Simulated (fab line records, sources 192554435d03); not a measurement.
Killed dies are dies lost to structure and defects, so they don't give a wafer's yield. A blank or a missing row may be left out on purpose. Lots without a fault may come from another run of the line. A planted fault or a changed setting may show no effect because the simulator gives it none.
Split-lot experiment | flow n5_finfet | 7 lots, 21 wafers read, on a route of 1938 steps

THE SPLIT
At N5_MOL_CONTACT_COAG_VIA_ETCH_117 (etches SiO2 in C4F6/O2, target depth 40 nm, overetch 8 nm, time 26 s), the setting bias_w was moved away from the recipe's 455 W on 9 of the 21 wafers read, by -6.0% to +16.9%. The other wafers ran this setting at the recipe's value.

The reading is taken at the split's own step.

THE READING
rf_vpp_V, in V, at N5_MOL_CONTACT_COAG_VIA_ETCH_117 (etches SiO2 in C4F6/O2, target depth 40 nm, overetch 8 nm, time 26 s). Fault-free wafers of this fab line usually give 1594 V, standard deviation 27 V.

wafer  | tool, chamber at the split | bias_w as run, W | against the recipe | rf_vpp_V, V | against lot-mates on the recipe
L074.1 | rie_diel-02, 0             | 455              | recipe             | 1593        | -
L074.2 | rie_diel-02, 3             | 531.8            | +16.9%             | 1828        | +235
L074.6 | rie_diel-02, 3             | 531.8            | +16.9%             | 1829        | +236
L075.1 | rie_diel-04, 3             | 455              | recipe             | 1591        | -
L075.3 | rie_diel-04, 2             | 455              | recipe             | 1563        | -
L075.4 | rie_diel-04, 0             | 455              | recipe             | 1540        | -
L084.1 | rie_diel-04, 2             | 427.7            | -6.0%              | 1490        | -101
L084.3 | rie_diel-04, 0             | 427.7            | -6.0%              | 1469        | -122
L084.5 | rie_diel-04, 3             | 455              | recipe             | 1591        | -
L088.1 | rie_diel-02, 0             | 455              | recipe             | 1592        | -
L088.2 | rie_diel-02, 1             | 483.4            | +6.2%              | 1654        | +62
L088.5 | rie_diel-02, 0             | 455              | recipe             | 1593        | -
L089.1 | rie_diel-04, 2             | 455              | recipe             | 1561        | -
L089.2 | rie_diel-04, 1             | 523.1            | +15.0%             | 1775        | +214
L089.6 | rie_diel-04, 2             | 523.1            | +15.0%             | 1732        | +171
L091.1 | rie_diel-05, 1             | 434.3            | -4.5%              | 1537        | -56
L091.4 | rie_diel-05, 2             | 434.3            | -4.5%              | 1540        | -53
L091.6 | rie_diel-05, 3             | 455              | recipe             | 1593        | -
L095.1 | rie_diel-05, 1             | 455              | recipe             | 1593        | -
L095.3 | rie_diel-05, 0             | 455              | recipe             | 1631        | -
L095.5 | rie_diel-05, 3             | 455              | recipe             | 1592        | -

THE FIT
A straight line over all 21 wafers: rf_vpp_V changes by +13.2 V for each +1% of bias_w; r = +0.97; the points scatter about the line by 24 V.
The same after taking each lot's own level away (the mean of its wafers on the recipe; 21 wafers): +13.8 V for each +1%; r = +0.99; scatter 18 V.
On that fit, the largest move of bias_w shifts the reading by 2.3e+02 V.
The lots' own levels span 1561.0 to 1605.3 V, that is 1.6 times the standard deviation above.
So the lot-to-lot level changes the slope little: the two slopes agree.
Check: with one of the wafers moved furthest among these (+16.9%) left out of the fit, the line predicts +226 V for it against its lot-mates. It came out at +235 V against them.
Tool readings at the split's step, against how far the setting was moved: rf_vpp_V r = +0.97.

OTHER SPLITS ON THESE WAFERS
These wafers also went through other splits before the reading. Each is held against what the fit with the lots' levels taken away leaves over:
other split on the same wafers | wafers away from the commonest value | r with rf_vpp_V (lot level and that fit taken away)
N5_SD_EPI_P_ETCH_37 source_w   | 11                                   | +0.02
N5_SDB_COAT_03 spin_rpm        | 7                                    | +0.21
N5_HKMG_FIN_CVD_62 temp_c      | 5                                    | +0.19

THE FILE'S OWN FIT
rf_vpp_V changes by +13.5 V for each +1% of bias_w, r = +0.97.
